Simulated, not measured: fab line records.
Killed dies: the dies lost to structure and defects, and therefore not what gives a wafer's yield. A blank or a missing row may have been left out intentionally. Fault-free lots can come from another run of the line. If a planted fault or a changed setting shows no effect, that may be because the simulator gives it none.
Matching of chambers | flow n5Finfet | rieDiel-03 running N5_BEOL_M9_VIA_ETCH_34: 4 sister chambers
The step etches SiCOH lowk in C4F6/O2, target depth 182.4 nm, time 68.4 s. 4 wafers are shown with their chamber, then 8 later ones without.

## WAFERS WITH THEIR CHAMBER
wafer  | chamber | rfVppV (V)
L083.1 | 2       | 698
L085.5 | 3       | 671
L085.6 | 0       | 632
L088.2 | 1       | 656

## WAFERS WHOSE CHAMBER IS MISSING
wafer  | rfVppV (V)
L088.4 | 669
L088.6 | 658
L090.1 | 700
L090.2 | 658
L090.3 | 633
L097.3 | 631
L097.5 | 670
L097.6 | 699

## WHICH CHAMBER EACH ONE RAN IN
wafer  | from the rows above | in truth
L088.4 | 3                   | 3
L088.6 | 1                   | 1
L090.1 | 2                   | 2
L090.2 | 1                   | 1
L090.3 | 0                   | 0
L097.3 | 0                   | 0
L097.5 | 3                   | 3
L097.6 | 2                   | 2
8 of 8 placed correctly. Can't be placed from these rows: 0. 0 placed wrongly.
How it was worked out, from the rows above alone: a wafer's distance from a chamber is the root of the sum, over the readings, of the square of ((its reading less the chamber's mean) divided by the reading's scatter). The wafer belongs to the nearest chamber; if the next one is less than 2 further off, it can't be placed. The mean given for a chamber averages the wafers shown for that chamber. The scatter: root of mean squared gap, hidden wafer to nearest shown wafer, with one shown wafer a chamber.
